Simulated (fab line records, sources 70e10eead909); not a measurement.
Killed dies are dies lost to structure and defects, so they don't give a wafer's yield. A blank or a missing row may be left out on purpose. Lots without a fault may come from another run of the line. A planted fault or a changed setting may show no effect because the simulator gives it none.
fab line records | flow nand_harc
record lots=12 wafers=36 last_day=34
route steps=1302 shown P_M1@301 END@1302
lots that met no fault: from a run of the same line without faults
start_h: hours from the record's first day to the start of the lot's first wafer shown | wait_h: hours since the lot's step before | " the same as in the row above | L1.1+2: a row that stands for several wafers | - no value, or no start given | * or withheld: withheld | < > ~ a bound
route shown NAME@n: a module of which the file shows steps, and the number in the route of the first | usual: mean/standard deviation of fault-free wafers | same: alike in all rows | chamber/n: place in a boat | sites: the reading at each site | _std_site: their standard deviation | _edge_site: outer sites' mean less inner sites' | radius_mm: how far each site lies from the wafer's centre | mask NAME#n: copy n | behind: the tool/chamber that last shaped the wafer | hold: why the lot was held/for how many hours/how that ended | device: the transistor (n, p or np) that didn't switch | end of line: the same wafers' tests at the end of the route | a step without rows: its recipe alone | killed: dies lost to structure and defects at the first sort, not the wafer's yield | map: a wafer's dies, x killed, . not, _ none there
set.NAME: the setting as run; set.NAME@STEP: as run at that earlier step | model.NAME: the simulator's own value behind a step, which no gauge read
steps of the route over a sample of lots; a table a step, a row a wafer
services: from which hour (start_h, from the record's first day; less than 0 if before it) a tool's chamber was out of use, for how many hours, and why
## steps
# step NHARC_P_M1_CD_MEAS_16
# usual cd_nm=130.1/0.59
# columns lot.wafer tool chamber start_h wait_h cd_nm
L667.4 cd_sem-01 - 155.54 - 131.0
L667.5 " - " " 129.4
L667.6 " - " " 130.3
L669.1 cd_sem-03 - 175.62 - 129.2
L669.3 " - " " 130.0
L669.4 " - " " 129.9
L671.2 cd_sem-02 - 194.87 - 129.4
L671.3 " - " " 130.7
L671.5 " - " " 130.3
L672.1 cd_sem-03 - 207.41 - 129.4
L672.2 " - " " 130.7
L672.5 " - " " 131.5
L674.2 cd_sem-01 - 228.74 - 129.6
L674.4 " - " " 130.4
L674.6 " - " " 130.2
L675.2 cd_sem-01 - 232.68 - 129.9
L675.3 " - " " 130.7
L675.4 " - " " 129.5
L676.3 cd_sem-02 - 246.24 - 130.9
L676.4 " - " " 130.6
L676.6 " - " " 130.1
L679.1 cd_sem-02 - 273.21 - 130.7
L679.2 " - " " 130.1
L679.6 " - " " 129.5
L683.4 cd_sem-03 - 321.88 - 130.8
L683.5 " - " " 130.0
L683.6 " - " " 130.4
L684.1 cd_sem-03 - 327.66 - 129.6
L684.2 " - " " 130.7
L684.4 " - " " 129.8
L685.2 cd_sem-01 - 340.13 - 130.8
L685.5 " - " " 131.2
L685.6 " - " " 130.3
L686.2 cd_sem-03 - 349.70 - 130.4
L686.3 " - " " 129.1
L686.5 " - " " 130.0
# step NHARC_P_M1_ETCH_28
# recipe target_depth_a=300 over_etch_frac=0.3 time_s=72.99 ion_energy_ev=150 cf4_flow_sccm=50 n2_flow_sccm=100 ar_flow_sccm=150 rf_w=300 bias_w=100 chemistry=CF4/N2
# usual drypump_motor_current_A=5.8/0.41 oes_product_au=0.998/0.0072 rf_vpp_V=313.9/1.8 showerhead_plenum_p_Torr=2.60/0.094 throttle_valve_pct=19.795/0.0094
# columns lot.wafer tool chamber start_h wait_h drypump_motor_current_A oes_product_au rf_hours_counter_h rf_vpp_V showerhead_plenum_p_Torr throttle_valve_pct
L667.4 rie_diel-01 1 - - 5.6 0.990 36 312.7 2.48 19.795
L667.6 " 1 " " 5.6 0.995 - 311.9 2.48 19.804
L667.5 " 2 " " 5.8 1.002 - 318.2 2.80 19.807
L669.1 rie_diel-09 2 - - 6.3 0.996 1 312.2 2.50 19.806
L669.3 " 0 " " 5.5 0.996 1 314.3 2.64 19.789
L669.4 " 1 " " 6.2 0.996 1 312.4 2.68 19.796
L671.3 rie_diel-09 2 - - 6.3 1.008 2 311.7 2.49 19.790
L671.2 " 3 " " 5.7 0.997 3 314.2 2.50 19.794
L671.5 " 1 " " 6.2 1.007 - 315.9 2.68 19.800
L672.2 rie_diel-07 1 - - 6.5 0.984 6 313.3 2.60 19.773
L672.1 " 3 " " 5.3 0.993 5 313.0 2.55 19.783
L672.5 " 0 " " 5.7 0.995 - 313.1 2.59 19.780
L674.2 rie_diel-01 1 - - 5.6 1.008 5 311.4 2.48 19.796
L674.4 " 3 " " 6.6 1.001 8 313.4 2.55 19.789
L674.6 " 1 " " 5.6 1.002 - 312.9 2.48 19.797
L675.4 rie_diel-09 0 - - 5.5 0.999 6 313.8 2.64 19.793
L675.3 " 1 " " 6.2 0.995 6 315.1 2.68 19.803
L675.2 " 2 " " 6.3 1.007 7 311.4 2.49 19.784
L676.3 rie_diel-09 0 - - 5.5 0.996 6 314.7 2.64 19.787
L676.4 " 1 " " 6.2 0.988 7 316.0 2.68 19.791
L676.6 " 0 " " 5.5 0.995 - 315.6 2.64 19.804
L679.2 rie_diel-09 0 - - 5.5 1.005 8 313.4 2.64 19.788
L679.1 " 2 " " 6.3 1.002 9 312.7 2.49 19.809
L679.6 " 1 " " 6.2 1.000 - 316.6 2.68 19.797
L683.4 rie_diel-07 0 - - 5.7 0.992 1 315.4 2.58 19.797
L683.5 " 3 " " 5.3 0.995 - 312.7 2.55 19.803
L683.6 " 0 " " 5.7 0.997 - 314.1 2.58 19.792
L684.4 rie_diel-07 3 - - 5.3 0.993 2 313.3 2.55 19.778
L684.2 " 1 " " 6.5 0.990 2 314.1 2.60 19.793
L684.1 " 2 " " 5.4 1.000 2 314.9 2.65 19.790
L685.2 rie_diel-07 3 - - 5.3 0.997 3 312.4 2.55 19.789
L685.5 " 1 " " 6.4 0.997 - 313.8 2.60 19.805
L685.6 " 2 " " 5.4 0.996 - 314.3 2.65 19.806
L686.3 rie_diel-09 1 - - 6.2 1.006 2 315.6 2.68 19.796
L686.2 " 2 " " 6.4 0.997 2 311.6 2.49 19.803
L686.5 " 2 " " 6.3 1.006 - 312.1 2.49 19.804
# step NHARC_P_M1_PVD_21
# recipe target_thk_a=300 chamber_pressure_pa=5 power_w=5000 substrate_temp_c=30 time_s=20.49 material=Cu
# usual chamber_pressure_pa=5.001/0.0097 throttle_valve_pct=29.8/0.77
# columns lot.wafer tool chamber start_h wait_h chamber_pressure_pa throttle_valve_pct
L667.4 pvd_sputter-02 - - - 5.013 30.2
L667.6 " - " " 5.003 30.6
L667.5 " - " " 5.013 30.2
L669.1 pvd_sputter-01 - - - 5.011 30.6
L669.4 " - " " 5.005 28.8
L669.3 " - " " 4.977 29.7
L671.2 pvd_sputter-02 - - - 4.991 29.8
L671.3 " - " " 4.997 29.9
L671.5 " - " " 5.011 30.3
L672.2 pvd_sputter-01 - - - 5.013 29.0
L672.1 " - " " 5.020 29.6
L672.5 " - " " 4.984 28.6
L674.2 pvd_sputter-03 - - - 5.013 31.1
L674.4 " - " " 5.001 29.7
L674.6 " - " " 4.980 29.7
L675.3 pvd_sputter-02 - - - 5.026 30.4
L675.4 " - " " 4.994 29.6
L675.2 " - " " 5.007 30.8
L676.4 pvd_sputter-02 - - - 4.988 30.4
L676.3 " - " " 5.011 30.3
L676.6 " - " " 4.992 30.5
L679.2 pvd_sputter-01 - - - 4.994 30.1
L679.1 " - " " 5.019 28.8
L679.6 " - " " 5.000 29.0
L683.4 pvd_sputter-01 - - - 4.998 29.6
L683.5 " - " " 4.996 28.7
L683.6 " - " " 5.010 31.0
L684.1 pvd_sputter-03 - - - 4.996 29.5
L684.4 " - " " 5.007 31.0
L684.2 " - " " 4.978 29.8
L685.2 pvd_sputter-03 - - - 5.006 29.9
L685.6 " - " " 4.996 31.0
L685.5 " - " " 5.000 29.7
L686.2 pvd_sputter-02 - - - 4.998 30.1
L686.3 " - " " 5.011 29.6
L686.5 " - " " 5.002 30.0
# step NHARC_P_M1_CMP_23
# recipe t_overpolish_s=20 target_thk_nm=157.82
# usual edge_zone_pressure_frac=1.000/0.0045 motor_current_A=11.7/1.6 retaining_ring_pressure_frac=1.000/0.0047 slurry_flow_ml_min=150.0/0.44 time_to_endpoint_s=27.9/2.3
# columns lot.wafer tool chamber start_h wait_h edge_zone_pressure_frac motor_current_A retaining_ring_pressure_frac slurry_flow_ml_min time_to_endpoint_s
L667.4 cmp-02 3 157.38 - 0.992 10.4 0.998 149.9 28.9
L667.5 " 1 " " 1.000 10.7 0.997 150.8 28.2
L667.6 " 2 " " 1.000 14.0 0.999 149.9 26.7
L669.1 cmp-01 1 177.58 - 1.001 9.8 1.006 149.7 28.6
L669.3 " 2 " " 0.998 9.1 1.009 149.6 31.1
L669.4 " 3 " " 1.004 12.6 0.996 149.9 28.3
L671.3 cmp-01 3 196.71 - 0.998 12.6 1.001 149.8 26.8
L671.2 " 0 " " 1.003 11.3 1.007 150.5 28.2
L671.5 " 2 " " 1.005 8.8 1.006 150.1 28.4
L672.2 cmp-02 0 209.21 - 1.001 12.5 1.004 150.0 26.9
L672.1 " 3 " " 0.999 10.9 0.996 149.6 25.7
L672.5 " 0 " " 0.999 11.6 1.006 149.7 26.4
L674.2 cmp-02 3 230.57 - - - - - -
L674.4 " 0 " " - - - - -
L674.6 " 3 " " - - - - -
L675.2 cmp-04 0 234.50 - - - - - -
L675.4 " 1 " " - - - - -
L675.3 " 2 " " - - - - -
L676.4 cmp-02 3 248.19 - 1.005 10.5 0.997 150.2 30.2
L676.3 " 0 " " 0.996 13.0 0.998 150.1 29.3
L676.6 " 3 " " 1.000 10.5 1.000 149.0 27.8
L679.2 cmp-02 3 275.09 - 1.000 10.4 0.998 150.8 24.4
L679.1 " 0 " " 0.999 13.3 0.998 150.1 24.7
L679.6 " 2 " " 0.996 14.4 0.998 150.7 26.7
L683.4 cmp-02 2 323.71 - 0.998 13.5 1.003 150.3 27.9
L683.5 " 1 " " 0.999 11.2 1.006 149.9 25.6
L683.6 " 2 " " 1.000 15.1 0.992 150.4 28.1
L684.2 cmp-01 3 329.49 - 1.001 12.9 0.996 149.4 25.1
L684.4 " 0 " " 1.004 11.4 1.001 150.1 25.2
L684.1 " 1 " " 1.002 9.9 0.993 150.3 28.1
L685.2 cmp-02 1 341.96 - 0.996 11.9 0.993 149.6 30.5
L685.6 " 0 " " 1.002 12.2 0.995 149.7 29.7
L685.5 " 1 " " 1.001 11.5 1.002 150.0 30.5
L686.3 cmp-04 0 351.49 - 0.995 13.8 1.006 150.2 29.9
L686.2 " 1 " " 0.996 11.9 1.001 149.7 26.8
L686.5 " 0 " " 0.994 14.2 1.000 149.1 29.3
# step NHARC_P_M1_THK_MEAS_24
# recipe thk_meas_gauge=xrf
# usual thk_nm=157.9/1.3
# columns lot.wafer tool chamber start_h wait_h hold thk_nm
L667.4 film_metro-02 - 157.64 - - 159.3
L667.5 " - " " - 159.4
L667.6 " - " " - 160.7
L669.1 film_metro-01 - 177.86 - - 157.6
L669.3 " - " " - 155.4
L669.4 " - " " - 156.2
L671.2 film_metro-02 - 196.97 - - 156.4
L671.3 " - " " - 158.0
L671.5 " - " " - 158.6
L672.1 film_metro-02 - 209.53 - - 158.3
L672.2 " - " " - 156.9
L672.5 " - " " - 159.5
L674.2 film_metro-02 - 230.85 0.3 await_dispo/0.2h/release 404.7
L674.4 " - " " await_dispo/0.2h/release 405.9
L674.6 " - " " await_dispo/0.2h/release 400.6
L674.2 film_metro-02 - 231.02 0.2 - 404.0
L674.4 " - " " - 407.5
L674.6 " - " " - 401.3
L675.2 film_metro-01 - 234.78 0.3 await_dispo/0.2h/release 398.8
L675.3 " - " " await_dispo/0.2h/release 405.0
L675.4 " - " " await_dispo/0.2h/release 397.5
L675.2 film_metro-01 - 234.95 0.2 - 398.7
L675.3 " - " " - 404.8
L675.4 " - " " - 398.3
L676.3 film_metro-01 - 248.48 - - 156.7
L676.4 " - " " - 156.4
L676.6 " - " " - 158.2
L679.1 film_metro-02 - 275.34 - - 158.2
L679.2 " - " " - 157.1
L679.6 " - " " - 156.5
L683.4 film_metro-01 - 323.99 - - 157.6
L683.5 " - " " - 157.5
L683.6 " - " " - 158.3
L684.1 film_metro-01 - 329.77 - - 155.9
L684.2 " - " " - 156.2
L684.4 " - " " - 157.8
L685.2 film_metro-01 - 342.24 - - 154.7
L685.5 " - " " - 157.1
L685.6 " - " " - 157.2
L686.2 film_metro-01 - 351.81 - - 158.5
L686.3 " - " " - 158.3
L686.5 " - " " - 158.0
# step NHARC_END_SORT_01
# recipe temp_c=25
# usual defect_limited_yield=90.7/3 killed_at_array=58/20 killed_at_other=0.9/1.4 killed_at_periphery=4/3.1 killed_dies=63/20 killed_open=3.3/1.8 killed_short=2.4/1.5
# same gross_dies=677
# columns lot.wafer tool chamber start_h wait_h defect_limited_yield[%] killed_at_array killed_at_other killed_at_periphery killed_dies killed_open killed_short
L671.2 prober-01 0 634.07 2.8 85.8 87 5 4 96 0 1
L671.3 prober-01 0 634.86 3.1 84.3 103 2 1 106 3 1
L671.5 prober-01 0 636.42 3.6 87.6 82 1 1 84 5 3
L676.3 prober-02 0 689.32 3.1 91.7 51 1 4 56 5 3
L676.4 prober-02 0 690.11 3.4 89.2 69 1 3 73 4 4
L676.6 prober-02 0 691.71 4.0 88.2 72 1 7 80 6 4
L679.1 prober-02 0 722.66 2.5 91.7 52 0 4 56 4 2
L679.2 prober-02 0 723.47 2.8 87.7 80 0 3 83 6 5
L679.6 prober-02 0 726.69 4.0 88.3 77 2 0 79 5 2
# killed by level:class
L671.2 A_CHANNEL_HOLE_D1:chamber_film_flake=32 A_CHANNEL_HOLE_D2:chamber_film_flake=28 A_SLIT:chamber_film_flake=22 THIN_TSV:chamber_film_flake=5 P_M0:chamber_film_flake=3 A_STAIRCASE:chamber_film_flake=2 A_ONON_D1:geometric_particle:short=1 P_STI:chamber_film_flake=1
L671.3 A_SLIT:chamber_film_flake=34 A_CHANNEL_HOLE_D1:chamber_film_flake=32 A_CHANNEL_HOLE_D2:chamber_film_flake=31 THIN_TSV:chamber_film_flake=2 A_ONON_D1:geometric_particle:open=1 A_DECK1_JOINT:geometric_particle:open=1 A_DECK1_JOINT:geometric_particle:short=1 A_CHANNEL_FILL_D2:geometric_particle:open=1
L671.5 A_SLIT:chamber_film_flake=28 A_CHANNEL_HOLE_D1:chamber_film_flake=23 A_CHANNEL_HOLE_D2:chamber_film_flake=19 A_CHANNEL_HOLE_D1:geometric_particle:open=1 A_CHANNEL_FILL_D1:geometric_particle:short=1 A_ONON_D2:geometric_particle:open=1 A_CHANNEL_FILL_D2:geometric_particle:open=1 A_CHANNEL_FILL_D2:geometric_particle:short=1
L676.3 A_CHANNEL_HOLE_D1:chamber_film_flake=25 A_CHANNEL_HOLE_D2:chamber_film_flake=10 A_SLIT:chamber_film_flake=3 A_CHANNEL_FILL_D2:geometric_particle:open=2 P_BONDPAD:chamber_film_flake=2 A_STAIRCASE:chamber_film_flake=2 A_WL_FILL:chamber_film_flake=2 P_GATE:geometric_particle:short=1
L676.4 A_CHANNEL_HOLE_D1:chamber_film_flake=32 A_CHANNEL_HOLE_D2:chamber_film_flake=19 P_BONDPAD:chamber_film_flake=3 A_STAIRCASE:chamber_film_flake=3 A_SLIT:chamber_film_flake=3 A_ZERO_WELL:chamber_film_flake=2 A_CHANNEL_FILL_D1:geometric_particle:short=1 A_DECK1_JOINT:geometric_particle:short=1
L676.6 A_CHANNEL_HOLE_D1:chamber_film_flake=36 A_CHANNEL_HOLE_D2:chamber_film_flake=23 P_BONDPAD:chamber_film_flake=4 A_CHANNEL_FILL_D1:geometric_particle:open=2 P_CONTACT:geometric_particle:open=1 A_ONON_D1:geometric_particle:short=1 A_CHANNEL_HOLE_D1:geometric_particle:short=1 A_DECK1_JOINT:geometric_particle:open=1
L679.1 A_CHANNEL_HOLE_D1:chamber_film_flake=28 A_CHANNEL_HOLE_D2:chamber_film_flake=10 A_SLIT:chamber_film_flake=3 A_DECK1_JOINT:chamber_film_flake=3 P_CONTACT:geometric_particle:open=2 A_ONON_D1:geometric_particle:open=2 P_ZERO_WELL:chamber_film_flake=2 A_CONTACT:chamber_film_flake=2
L679.2 A_CHANNEL_HOLE_D1:chamber_film_flake=36 A_CHANNEL_HOLE_D2:chamber_film_flake=19 A_CONTACT:chamber_film_flake=4 P_ZERO_WELL:chamber_film_flake=3 A_DECK1_JOINT:chamber_film_flake=3 A_STAIRCASE:chamber_film_flake=3 A_CHANNEL_FILL_D2:geometric_particle:open=2 A_SLIT:chamber_film_flake=2
L679.6 A_CHANNEL_HOLE_D1:chamber_film_flake=37 A_CHANNEL_HOLE_D2:chamber_film_flake=23 A_SLIT:chamber_film_flake=4 A_CONTACT:chamber_film_flake=3 A_M1:geometric_particle:open=2 A_SOURCE_PLATE:geometric_particle:short=1 A_ONON_D2:geometric_particle:short=1 A_SGD_CUT:geometric_particle:open=1
## services
# columns tool chamber start_h hours kind
cmp-02 - 134.94 4.0 pm
rie_diel-09 3 138.06 4.2 repair
rie_diel-09 0 141.37 12.5 repair
pvd_sputter-01 - 142.74 2.1 repair
rie_diel-09 - 143.10 9.0 pm
rie_diel-07 3 143.46 9.5 repair
pvd_sputter-03 - 146.39 2.0 repair
cmp-02 - 149.90 2.8 repair
rie_diel-07 3 181.71 5.7 repair
rie_diel-07 0 185.11 5.9 repair
cmp-02 - 212.29 1.2 repair
pvd_sputter-01 - 227.30 10.0 pm
cmp-02 - 232.94 4.0 pm
pvd_sputter-01 - 251.77 2.6 repair
pvd_sputter-02 - 262.96 3.1 repair
rie_diel-07 - 275.61 1.0 repair
pvd_sputter-02 - 282.00 10.0 pm
rie_diel-09 2 289.30 14.3 repair
rie_diel-07 - 295.85 9.0 pm
pvd_sputter-02 - 297.71 3.8 repair
rie_diel-07 0 314.25 5.3 repair
rie_diel-09 1 319.28 1.5 repair
rie_diel-09 - 320.32 9.0 pm
cmp-02 - 330.94 4.0 pm
## key
first_sign step=NHARC_P_M1_CMP_23 reading=tool_record direction=missing
effect step=NHARC_P_M1_THK_MEAS_24 reading=visit direction=added
effect step=NHARC_P_M1_THK_MEAS_24 reading=thk_nm direction=up sigmas=99+ usual=157.9 struck=402.1
met_at NHARC_P_M1_CMP_23
struck_lots L674,L675
scrapped_behind NHARC_P_M1_THK_MEAS_24 L674.2,L674.4,L674.6,L675.2,L675.3,L675.4
not_acting_at NHARC_P_M1_CD_MEAS_16,NHARC_P_M1_ETCH_28,NHARC_P_M1_PVD_21
onset_between 209.21 230.57
fault kind=skipped_step_whole tool=cmp-02,cmp-04 chamber=- onset_h=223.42 steps=NHARC_P_M1_CMP_23 scope=struck_lots_only
